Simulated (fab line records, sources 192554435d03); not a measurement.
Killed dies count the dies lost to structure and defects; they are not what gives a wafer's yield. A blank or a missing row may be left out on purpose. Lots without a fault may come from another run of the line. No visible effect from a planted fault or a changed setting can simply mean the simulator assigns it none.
A struck lot beside a sound one    flow n5Finfet    35 steps out of a route of 1938
Sound: the wafers L151.3, L151.4, L151.6. Struck: wafers L160.2, L160.6 (left out: L160.5, a lot-mate that was not struck); the cause follows at the end.
Each step with rows lists, per side, the tool, then ch with its chambers, then its first start. Under that, the readings that differ: sound wafers    struck wafers    difference of the means    sigmas: that difference in standard deviations of wafers without a fault.
alike: readings whose means differ by less than 2 such deviations, and words and numbers that are the same on both sides. not compared: withheld readings, readings that some wafer has no value for, bounds like >300 that may hide the same value, and numbers for which the record gives no deviation and whose values overlap.
A row with sigmas, a row that says differs or no value, or rows on one side alone: a step with any of these is where the two part. Numbers that don't overlap but have no deviation are shown without sigmas and don't part them. Lack of a reading on every wafer of one side parts them only where that side has two or more wafers.

first, 11 steps without rows for these wafers: N5_BEOL_M12_DESCUM_33 (chemistry O2, time 7.9 s); N5_BEOL_M12_ETCH_67 (etches SiARC in CF4, target depth 143 nm, time 238.3 s); N5_BEOL_M12_ETCH_68 (etches SOC in N2/H2, time 285 s); N5_BEOL_M12_STRIP_69 (strips in N2/H2); N5_BEOL_M12_TRENCH_ETCH_34 (etches SiOC in C4F8/O2/Ar, target depth 318.95 nm, time 125.5 s); N5_BEOL_M12_STRIP_70 (strips in C4F8/O2/Ar); N5_BEOL_M12_STRIP_37 (strips in N2/H2); N5_BEOL_M12_ETCH_38 (etches SiCN in CF4/N2, target depth 68.7 nm, time 73.4 s); N5_BEOL_M12_PRECLEAN_39 (cleans in residue remover, time 60 s); N5_BEOL_M12_SRD_40 (time 30 s, dry time 30 s); N5_BEOL_M12_DEGAS_41 (time 60 s).
N5_BEOL_M12_PRE_CLEAN_42: time 30 s.
  struck on pvdSputter-02, day 14 14:08; sound on pvdSputter-02, day 12 04:25
reading           sound        struck   difference  sigmas
heaterPowerW (W)  324 325 318  397 386  +69         +2
then, 22 steps without rows for these wafers: N5_BEOL_M12_SPUTTER_43 (material TaN, target thk 15 nm, time 24.19 s); N5_BEOL_M12_SPUTTER_44 (material Ta, target thk 10 nm, time 16.13 s); N5_BEOL_M12_SPUTTER_45 (material Cu, target thk 80 nm, time 13.33 s); N5_BEOL_M12_ECD_47 (material Cu, target thk 720 nm); N5_BEOL_M12_ANNEAL_48 (time 90 s); N5_BEOL_M12_CMP_49 (polishes, stops on SiOC, t overpolish 20.6 s, target thk 320 nm); N5_BEOL_M12_PRE_CLEAN_52 (time 15 s); N5_BEOL_M12_DEP_53 (deposits SiCN from 3MS/NH3, target thk 30 nm, time 10.5 s); N5_BEOL_M13_ILD_DEP_00 (deposits SiOC from DEMS/O2, target thk 837.92 nm, time 166.4 s); N5_BEOL_M13_COAT_58 (time 60 s, resist thk 89 nm); N5_BEOL_M13_COAT_04 (resist thk 400 nm); N5_BEOL_M13_EBR_06; N5_BEOL_M13_SOFTBAKE_05 (time 60 s); N5_BEOL_M13_EXPOSE_07 (exposes mask V12); N5_BEOL_M13_PEB_08 (peb time 90 s); N5_BEOL_M13_DEVELOP_09 (develop time 45 s); N5_BEOL_M13_HARDBAKE_14 (time 120 s); N5_BEOL_M13_DESCUM_15 (chemistry O2, time 7.9 s); N5_BEOL_M13_ETCH_59 (etches BARC in N2/H2, target depth 89 nm, overetch 26.7 nm, time 67.9 s); N5_BEOL_M13_VIA_ETCH_16 (etches SiOC in C4F8/O2/Ar, target depth 921.7 nm); N5_BEOL_M13_STRIP_63 (strips in N2/H2); N5_BEOL_M13_STRIP_64 (strips in N2/H2).
N5_PASSIVATION_PROBE_49:
  the record has rows for the struck wafers here (prober-01, day 16 02:20) and none for the sound ones

WHERE THEY PART
At N5_BEOL_M12_PRE_CLEAN_42 first; at N5_PASSIVATION_PROBE_49 last (within this record only).

WHY: whatever the simulator had introduced
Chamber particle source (pvdSputter-02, N5_BEOL_M12_PRE_CLEAN_42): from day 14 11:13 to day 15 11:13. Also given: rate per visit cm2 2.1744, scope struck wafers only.
